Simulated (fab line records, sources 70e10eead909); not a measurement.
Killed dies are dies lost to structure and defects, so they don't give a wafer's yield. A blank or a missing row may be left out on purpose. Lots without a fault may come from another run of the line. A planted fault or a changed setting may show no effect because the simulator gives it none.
Which tool did it? | flow nand_harc | 12 lots, 36 wafers sampled, at 4 steps of a route of 1159

WHAT THE GAUGES READ, wafer by wafer
NHARC_A_SLIT_OVL_MEAS_10.
lot  | measured     | on         | overlay_x_nm (nm)
L075 | day 14 13:23 | overlay-01 | -0.1 0.1 -0.2
L077 | day 14 22:54 | overlay-01 | 1.4 1.1 1.3
L079 | day 15 14:22 | overlay-02 | 0.0 -0.4 -0.2
L082 | day 16 05:20 | overlay-02 | -0.5 -0.2 -1.0
L083 | day 16 13:51 | overlay-02 | -0.3 0.3 -0.7
L088 | day 17 06:57 | overlay-01 | -0.3 -0.3 0.2
L086 | day 17 11:47 | overlay-02 | -0.9 -1.1 -1.2
L091 | day 18 04:13 | overlay-02 | -1.4 -1.5 -0.7
L089 | day 18 03:05 | overlay-01 | 0.4 0.4 0.1
L093 | day 19 01:02 | overlay-01 | -0.9 -0.9 -1.0
L096 | day 19 07:42 | overlay-01 | 0.9 0.8 1.1
L097 | day 20 09:11 | overlay-02 | -0.9 -0.8 -1.1

WHICH TOOL RAN EACH LOT (tool, then ch and the chambers of the sampled wafers, then the start)
lot  | NHARC_A_SGD_CUT_DEP_00          | NHARC_A_SGD_CUT_ETCH_59                       | NHARC_A_SGD_CUT_STRIP_28
L075 | pecvd-02 ch 0,1, day 14 02:56   | rie_diel-05 ch 0,1, day 14 13:23 or earlier   | rie_diel-08 ch 0,1,2, day 14 13:23 or earlier
L077 | pecvd-04 ch 0,1,2, day 14 11:59 | rie_diel-05 ch 0,1,2, day 14 22:54 or earlier | rie_diel-05 ch 0,1,3, day 14 22:54 or earlier
L079 | pecvd-01 ch 0,1,2, day 15 03:17 | rie_diel-11 ch 1,2,3, day 15 14:22 or earlier | rie_diel-11 ch 0,1,2, day 15 14:22 or earlier
L082 | pecvd-01 ch 0,1, day 15 16:02   | rie_diel-05 ch 1,3, day 16 05:20 or earlier   | rie_diel-05 ch 0,1,3, day 16 05:20 or earlier
L083 | pecvd-04 ch 1,2, day 16 01:53   | rie_diel-08 ch 0,1, day 16 13:51 or earlier   | rie_diel-05 ch 2,3, day 16 13:51 or earlier
L088 | pecvd-02 ch 0,1,2, day 16 18:59 | rie_diel-08 ch 1,2,3, day 17 06:57 or earlier | rie_diel-11 ch 0,1,2, day 17 06:57 or earlier
L086 | pecvd-01 ch 0,1,2, day 17 01:16 | rie_diel-05 ch 1,2,3, day 17 11:47 or earlier | rie_diel-11 ch 0,2,3, day 17 11:47 or earlier
L091 | pecvd-02 ch 0,2, day 17 16:38   | rie_diel-05 ch 2,3, day 18 04:13 or earlier   | rie_diel-11 ch 0,1, day 18 04:13 or earlier
L089 | pecvd-02 ch 0,1,2, day 17 16:52 | rie_diel-08 ch 1,2, day 18 03:05 or earlier   | rie_diel-05 ch 0,3, day 18 03:05 or earlier
L093 | pecvd-02 ch 0,1, day 18 10:47   | rie_diel-11 ch 0,1,3, day 19 01:02 or earlier | rie_diel-05 ch 0,1,2, day 19 01:02 or earlier
L096 | pecvd-04 ch 0,1,2, day 18 20:39 | rie_diel-11 ch 1,2,3, day 19 07:42 or earlier | rie_diel-08 ch 1,2,3, day 19 07:42 or earlier
L097 | pecvd-02 ch 0,1, day 19 19:31   | rie_diel-05 ch 1,2,3, day 20 09:11 or earlier | rie_diel-05 ch 0,1,3, day 20 09:11 or earlier
- NHARC_A_SGD_CUT_DEP_00: deposits SiNx, target thk 50 nm.
- NHARC_A_SGD_CUT_ETCH_59: etches the open film in N2/H2, target depth 260 nm, time 406.25 s.
- NHARC_A_SGD_CUT_STRIP_28: strips in O2, time 20 s.

THE ANSWER, worked out from the rows above alone
Rule: what is usual is taken from the lots themselves. Put in order of their means at a reading, lots are off if they are a third of the lots or fewer, leave a main group of 4 or more, and stand apart from it by a gap of 3 or more times the standard deviation of the main group's means; of several such gaps the widest counts. A main group whose means are all the same, to the digits that the tables above print for the reading, isn't used. A lot without any number at a reading at which 4 lots or more have one is off too. The other lots that the step has rows for count as sound.
No lot is off at any reading shown: from this, nothing can be told.

WHAT THE SIMULATOR HAD PUT IN
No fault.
